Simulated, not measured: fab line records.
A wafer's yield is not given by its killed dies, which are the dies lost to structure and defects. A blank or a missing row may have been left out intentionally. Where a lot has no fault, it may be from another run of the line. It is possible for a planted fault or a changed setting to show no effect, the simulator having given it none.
Chamber matching    flow nand harc    4 sister chambers for NHARC_A_CONTACT_DESCUM_47 on rie diel-13
The step chemistry O2, time 3 s. 30 wafers are shown with their chamber, then 12 later ones without.

EACH WAFER AND ITS CHAMBER
wafer   chamber  drypump motor current A (A)  showerhead plenum p Torr (Torr)  oes product au (a.u.)
L074.1  2        4.8                          1.86                             0.990
L074.2  1        6.1                          1.91                             0.986
L074.5  1        6.1                          1.91                             0.991
L076.3  0        6.1                          1.93                             1.011
L076.4  1        6.1                          1.91                             0.991
L076.5  3        5.3                          2.01                             1.014
L075.2  1        6.1                          1.91                             0.980
L075.4  0        6.1                          1.93                             1.020
L075.5  3        5.3                          2.01                             1.004
L079.1  1        6.1                          1.91                             0.986
L079.3  2        4.8                          1.86                             0.992
L079.4  3        5.3                          2.01                             0.983
L081.1  3        5.3                          2.01                             0.973
L081.2  2        4.9                          1.86                             0.984
L081.3  0        6.1                          1.93                             1.003
L080.3  2        4.9                          1.86                             1.003
L080.5  0        6.1                          1.93                             1.010
L080.6  3        5.3                          2.01                             0.980
L083.2  2        4.8                          1.86                             0.994
L083.4  2        4.8                          1.86                             1.004
L083.6  0        6.1                          1.93                             1.022
L087.2  2        4.9                          1.86                             0.999
L087.5  3        5.3                          2.00                             0.991
L087.6  2        4.9                          1.86                             1.005
L089.1  2        4.8                          1.85                             0.998
L089.3  1        6.2                          1.90                             0.991
L089.6  1        6.2                          1.90                             0.989
L088.1  2        4.9                          1.86                             0.982
L088.4  1        6.1                          1.90                             0.987
L088.5  0        6.1                          1.93                             0.993

SIGNATURES (averages over the wafers above)
reading                   chamber 0  chamber 1  chamber 2  chamber 3  scatter within a chamber
drypump motor current A   6.100      6.125      4.850      5.300      0.0392
showerhead plenum p Torr  1.9300     1.9062     1.8590     2.0083     0.00373
oes product au            1.00983    0.98762    0.99510    0.99083    0.00978
Rule: a wafer's distance from a chamber is the root of the sum, over the readings, of the square of ((its reading less the chamber's mean) divided by the reading's scatter). If the next closest chamber is less than 2 further off than the closest, the wafer can't be placed; otherwise it belongs to the closest. The scatter is the square root of a quotient: the sum, over the shown wafers, of each reading's squared deviation from its chamber's mean, divided by wafers minus chambers.

WAFERS WHOSE CHAMBER IS MISSING
wafer   drypump motor current A (A)  showerhead plenum p Torr (Torr)  oes product au (a.u.)
L090.3  5.3                          2.00                             0.984
L090.4  6.1                          1.90                             0.980
L090.5  6.1                          1.90                             0.995
L093.3  4.8                          1.85                             1.000
L093.4  6.1                          1.93                             1.005
L093.5  5.3                          2.00                             0.990
L095.2  6.1                          1.90                             0.994
L095.3  6.1                          1.93                             1.001
L095.5  6.1                          1.93                             1.008
L096.3  6.1                          1.93                             1.006
L096.5  5.3                          2.00                             1.001
L096.6  4.9                          1.85                             1.002

THE CHAMBER EACH PASSED THROUGH
wafer   from the rows above  in truth
L090.3  3                    3
L090.4  1                    1
L090.5  1                    1
L093.3  2                    2
L093.4  0                    0
L093.5  3                    3
L095.2  1                    1
L095.3  0                    0
L095.5  0                    0
L096.3  0                    0
L096.5  3                    3
L096.6  2                    2
12 of 12 placed correctly. From these rows, 0 cannot be placed. Number placed wrongly: 0.
